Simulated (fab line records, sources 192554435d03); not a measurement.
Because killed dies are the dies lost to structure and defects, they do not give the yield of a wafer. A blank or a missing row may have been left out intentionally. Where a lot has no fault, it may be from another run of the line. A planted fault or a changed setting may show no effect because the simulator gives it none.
Which of the tools did it? -- flow n5-finfet -- 10 lots, 27 wafers sampled, at 2 steps of a route of 1938

## WHAT THE GAUGES SHOWED, per wafer
N5_DUMMY_GATE_CD_MEAS_50: the cd target is 14 nm.
lot,measured,on,cd-nm (nm)
L633,day 4 09:40,cd-sem-02,13.0 13.7 14.3
L634,day 4 20:02,cd-sem-03,13.4 14.7 14.8
L636,day 5 04:13,cd-sem-03,13.9 14.7 15.0
L641,day 6 14:11,cd-sem-01,13.8 14.1 14.2
L642,day 6 19:49,cd-sem-02,14.7 14.9
L644,day 7 05:58,cd-sem-03,14.3 14.3
L645,day 7 10:19,cd-sem-03,13.7 14.1
L647,day 7 23:29,cd-sem-03,13.9 14.9 13.8
L648,day 8 06:39,cd-sem-03,14.0 14.3 13.7
L650,day 9 01:32,cd-sem-02,14.0 13.6 13.4

## WHAT TOOL EACH LOT RAN ON (gives the tool, then ch and the chambers of the sampled wafers, and finally the start)
lot,N5_DUMMY_GATE_ETCH_36
L633,"rie-diel-05 ch 0,2,3, day 4 09:13"
L634,"rie-diel-05 ch 0,2,3, day 4 19:43"
L636,"rie-diel-01 ch 0,1,3, day 5 03:58"
L641,"rie-diel-05 ch 0,2,3, day 6 13:44"
L642,"rie-diel-06 ch 0,1, day 6 19:32"
L644,"rie-diel-05 ch 0,3, day 7 05:41"
L645,"rie-diel-01 ch 0,2, day 7 10:03"
L647,"rie-diel-06 ch 0,3, day 7 23:07"
L648,"rie-diel-05 ch 0,1,3, day 8 06:11"
L650,"rie-diel-05 ch 1,2, day 9 01:07"
- N5_DUMMY_GATE_ETCH_36: etches SiARC in CF4, target depth 13 nm.

## THE ANSWER, worked out from the rows above alone
Rule: the lots themselves supply what counts as usual. The widest of any qualifying gaps counts: lots, ordered by their means at a reading, are off when they make up no more than a third of the lots, leave a main group of 4 or more, and stand apart from it by 3 or more times the standard deviation of that group's means. A main group is skipped when, at the precision printed for the reading in the tables above, its means are all equal. Also off: a lot with no number at a reading for which 4 or more lots have one. Any other lot the step has rows for is counted as sound.
No lot is off at any reading shown: from this, nothing can be told.

## WHAT WAS PUT IN BY THE SIMULATOR
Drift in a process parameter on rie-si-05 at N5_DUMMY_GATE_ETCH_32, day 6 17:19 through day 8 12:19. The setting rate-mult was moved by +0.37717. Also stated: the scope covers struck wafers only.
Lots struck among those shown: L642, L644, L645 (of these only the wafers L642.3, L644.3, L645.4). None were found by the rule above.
